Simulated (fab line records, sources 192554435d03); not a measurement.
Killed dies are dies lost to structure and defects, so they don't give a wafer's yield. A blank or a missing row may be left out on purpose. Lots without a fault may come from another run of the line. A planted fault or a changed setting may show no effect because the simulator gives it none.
A struck lot beside a sound one | flow n5_finfet | 37 steps out of a route of 1938
Sound: wafers L516.1, L516.5, L516.6. Struck: wafer L519.1. (L519.4 of the same lot was not struck and is left out.) The cause comes at the end.
At each step with rows: each side's tool, then ch and its chambers, then its first start. Under that, the readings that differ: sound wafers | struck wafers | difference of the means | sigmas: that difference in standard deviations of wafers without a fault.
alike: readings whose means differ by less than 2 such deviations, and words and numbers that are the same on both sides. not compared: withheld readings, readings that some wafer has no value for, bounds like >300 that may hide the same value, and numbers for which the record gives no deviation and whose values overlap.
The two part at a step that has a row with sigmas, a row that says differs or no value, or rows on one side only. Numbers that don't overlap but have no deviation are shown without sigmas and don't part them. A reading that every wafer of one side lacks parts them only if that side has two wafers or more.

first, 9 steps without rows for these wafers: N5_BEOL_M4_ANNEAL_95 (time 240 s); N5_BEOL_M4_SPUTTER_96 (material Cu, target thk 4.5 nm, time 8.29 s); N5_BEOL_M4_ECD_50 (material Cu, target thk 300 nm); N5_BEOL_M4_ANNEAL_51 (time 90 s); N5_BEOL_M4_CMP_52 (polishes, stops on SiOC, t overpolish 6.8 s, target thk 40 nm); N5_BEOL_M4_PRE_CLEAN_60 (time 15 s); N5_BEOL_M4_CO_CAP_55 (material Co, precursor CCTBA/H2, target thk 2 nm, time 102.1 s); N5_BEOL_M4_PRE_CLEAN_56 (time 15 s); N5_BEOL_M4_DEP_57 (deposits SiCN from 3MS/NH3, target thk 8 nm, time 14 s).
N5_BEOL_M4_RC_MEAS_101:
  sound on prober-02 ch 0, day 11 09:07; struck on prober-01 ch 0, day 11 17:31
  alike: DIBL_N, DIBL_P, IOFF_N, IOFF_P, ION_N, ION_P, SS_N, SS_P, VT_N, VT_P
then, 24 steps without rows for these wafers: N5_BEOL_M5_ILD_DEP_00 (deposits SiCOH lowk from DEMS/porogen, target thk 140.64 nm, time 25.9 s); N5_BEOL_M5_CURE_79 (cures SiCOH lowk, time 240 s); N5_BEOL_M5_PECVD_70 (deposits SiO2 from TEOS/O2, target thk 16 nm, time 18 s); N5_BEOL_M5_HM_DEP_02 (deposits TiN, target thk 20 nm); N5_BEOL_M5_COAT_59 (time 60 s, resist thk 60 nm); N5_BEOL_M5_COAT_60 (time 60 s, resist thk 12 nm); N5_BEOL_M5_COAT_71 (time 60 s, resist thk 5 nm); N5_BEOL_M5_COAT_05 (resist thk 30 nm); N5_BEOL_M5_EBR_07; N5_BEOL_M5_SOFTBAKE_06 (time 60 s); N5_BEOL_M5_EXPOSE_08 (exposes mask M5, target cd 28 nm); N5_BEOL_M5_PEB_09 (peb time 60 s); N5_BEOL_M5_DEVELOP_10 (develop time 30 s); N5_BEOL_M5_DESCUM_16 (chemistry O2, time 7 s); N5_BEOL_M5_ETCH_72 (etches underlayer in N2/H2, target depth 6.5 nm, time 5.2 s); N5_BEOL_M5_ETCH_61 (etches SiARC in CF4, target depth 15.6 nm, time 26 s); N5_BEOL_M5_ETCH_62 (etches SOC in N2/H2, target depth 75 nm, overetch 15 nm, time 112.5 s); N5_BEOL_M5_STRIP_63 (strips in N2/H2); N5_BEOL_M5_STRIP_73 (strips in N2/H2); N5_BEOL_M5_STRIP_64 (strips in CF4); N5_BEOL_M5_HM_OPEN_17 (chemistry Cl2/BCl3, target TiN, target depth 20 nm, overetch 6 nm); N5_BEOL_M5_STRIP_19 (strips in O2); N5_BEOL_M5_COAT_65 (time 60 s, resist thk 60 nm); N5_BEOL_M5_COAT_66 (time 60 s, resist thk 12 nm).
N5_BEOL_M7_ETCH_66: etches SOC in N2/H2, target depth 80 nm, overetch 16 nm, time 120 s.
  sound on rie_diel-01 ch 1,2, day 12 13:06; struck on rie_diel-01 ch 0, day 12 21:41
  reading                                    | sound             | struck | difference | sigmas
  model.etch.depth_nm (nm)                   | 59.62 59.68 59.78 | 56.55  | -3.14      |
  model.SiARC_of_BEOL_M7_COAT_64.thk_nm (nm) | 6.4 6.6 6.2       | 8.8    | +2.4       |
  model.BEOL_M7.cd_nm (nm)                   | 40 40.2 40        | 39.2   | -0.9       |
  alike: bias_w, drypump_motor_current_A, oes_product_au, rf_vpp_V, showerhead_plenum_p_Torr, throttle_valve_pct
  not compared: rf_hours_counter_h
N5_BEOL_M7_VIA_ETCH_34: etches SiCOH lowk in C4F6/O2, target depth 125.5 nm, time 50.5 s.
  sound on rie_diel-01 ch 1,2, day 12 13:12; struck on rie_diel-01 ch 0, day 12 21:47
  reading                  | sound      | struck | difference | sigmas
  model.BEOL_M7.cd_nm (nm) | 40 40.4 40 | 39     | -1         |
  alike: bias_w, drypump_motor_current_A, oes_product_au, rf_vpp_V, showerhead_plenum_p_Torr, throttle_valve_pct
  not compared: rf_hours_counter_h
-- the record jumps here: 4 days lie between the struck wafers' starts before and after (it left off in module BEOL_M7 and takes up again in module PASSIVATION, whose first step shown is number 1936 of the route) --
N5_PASSIVATION_PROBE_49:
  sound on prober-02, day 16 15:42; struck on prober-02, day 16 17:03
  reading                  | sound          | struck | difference | sigmas
  defect_limited_yield (%) | 93.6 94.3 93.2 | 67.5   | -26.2      | -19
  killed_at_M4_up          | 16 11 6        | 291    | +280       | +58
  killed_dies              | 75 67 80       | 384    | +310       | +18
  killed_on_rim            | 8 8 15         | 137    | +127       | +30
  killed_short             | 27 24 21       | 39     | +15        | +2
  sort_bin_5_function (%)  | 3.6 3.4 4.1    | 29.2   | +25.5      | +27
  sort_n_pass              | 1105 1113 1100 | 796    | -310       | -18
  sort_yield_pct (%)       | 93.6 94.3 93.2 | 67.5   | -26.2      | -19
  alike: killed_at_M0_to_M3, killed_at_contacts, killed_at_front_end, killed_at_other, killed_open, sort_bin_6_memory

WHERE THEY PART
Only at N5_PASSIVATION_PROBE_49, within this record.

WHY: what the simulator had put in
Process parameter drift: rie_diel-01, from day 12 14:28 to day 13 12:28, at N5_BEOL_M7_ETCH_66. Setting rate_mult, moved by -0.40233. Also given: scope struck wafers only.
